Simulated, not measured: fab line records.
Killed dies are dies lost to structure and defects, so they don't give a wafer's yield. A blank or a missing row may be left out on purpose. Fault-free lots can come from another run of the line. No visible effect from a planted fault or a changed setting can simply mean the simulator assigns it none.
Check for tools in common | flow nand-harc | 1 lot, 3 wafers sampled

## WHY THIS WAS OPENED
At NHARC_END_SORT_01 the reading killed-at-periphery is flagged on 1 of 1 lot. Wafers without a fault read 3.3, standard deviation 2.3.
Rule: flag the lot when none of its wafers has a number, or when each of its wafers that has one lies beyond 4 standard deviations from that mean. All remaining lots are regarded as sound.

lot  | measured     | on        | killed-at-periphery, wafer by wafer | flag
L117 | day 23 18:05 | prober-02 | 640 656 632                         | FLAGGED
The numbers of the flagged lots are 642.7 on average: +639.4 against the usual, or +99 or more standard deviations.

## LOT BY LOT: THE TOOL USED
Before the reading, the record contains 3 process steps out of a 1159-step route. Each cell gives the tool, then ch followed by the chambers the sampled wafers passed through, then the start.
lot  | flag    | NHARC_P_CONTACT_DESCUM_17         | NHARC_P_M0_PEB_07                | NHARC_P_M0_ETCH_34
L117 | FLAGGED | rie-diel-09 ch 0,2,3, day 9 15:28 | litho-track-06 ch 0, day 9 22:50 | rie-diel-11 ch 0,1,3, day 9 23:13
What the steps here do:
- NHARC_P_CONTACT_DESCUM_17: chemistry O2, time 3 s.
- NHARC_P_M0_PEB_07: peb time 65 s.
- NHARC_P_M0_ETCH_34: etches the open film in N2/H2, target depth 40 nm, overetch 12 nm, time 43.94 s.
- NHARC_END_SORT_01

## FLAGGED OVER TOTAL, TOOL BY TOOL (the gauges that took the reading come last)
step                      | tool           | lots run | flagged | share of the flagged lots | sound lots run after its first flagged lot
NHARC_P_CONTACT_DESCUM_17 | rie-diel-09    | 1        | 1       | all                       | 0
NHARC_P_M0_PEB_07         | litho-track-06 | 1        | 1       | all                       | 0
NHARC_P_M0_ETCH_34        | rie-diel-11    | 1        | 1       | all                       | 0
NHARC_END_SORT_01         | prober-02      | 1        | 1       | all                       | 0

## WHAT THE TABLE ALLOWS
4 rows of the table ran every flagged lot: rie-diel-09 at NHARC_P_CONTACT_DESCUM_17, litho-track-06 at NHARC_P_M0_PEB_07, rie-diel-11 at NHARC_P_M0_ETCH_34, prober-02 at NHARC_END_SORT_01.
- rie-diel-09 at NHARC_P_CONTACT_DESCUM_17: 1 of its 1 lot flagged. Because this sample shows no sound lot run on it before its first flagged lot, the start cannot be pinned down more closely.
- litho-track-06 at NHARC_P_M0_PEB_07: 1 of its 1 lot flagged. Because this sample shows no sound lot run on it before its first flagged lot, the start cannot be pinned down more closely. Its own readings (heater-power-total-W) fall more than 4 standard deviations out on all wafers of the flagged lots.
- rie-diel-11 at NHARC_P_M0_ETCH_34: 1 of its 1 lot flagged. Because this sample shows no sound lot run on it before its first flagged lot, the start cannot be pinned down more closely.
- prober-02 at NHARC_END_SORT_01: 1 of its 1 lot flagged. Because this sample shows no sound lot run on it before its first flagged lot, the start cannot be pinned down more closely.
A lot count leaves these 4 tools indistinguishable: every one of them fits a fault beginning at some hour. More lots, or a look at what each step does to the wafer, might.

## WHAT THE SIMULATOR HAD PUT IN
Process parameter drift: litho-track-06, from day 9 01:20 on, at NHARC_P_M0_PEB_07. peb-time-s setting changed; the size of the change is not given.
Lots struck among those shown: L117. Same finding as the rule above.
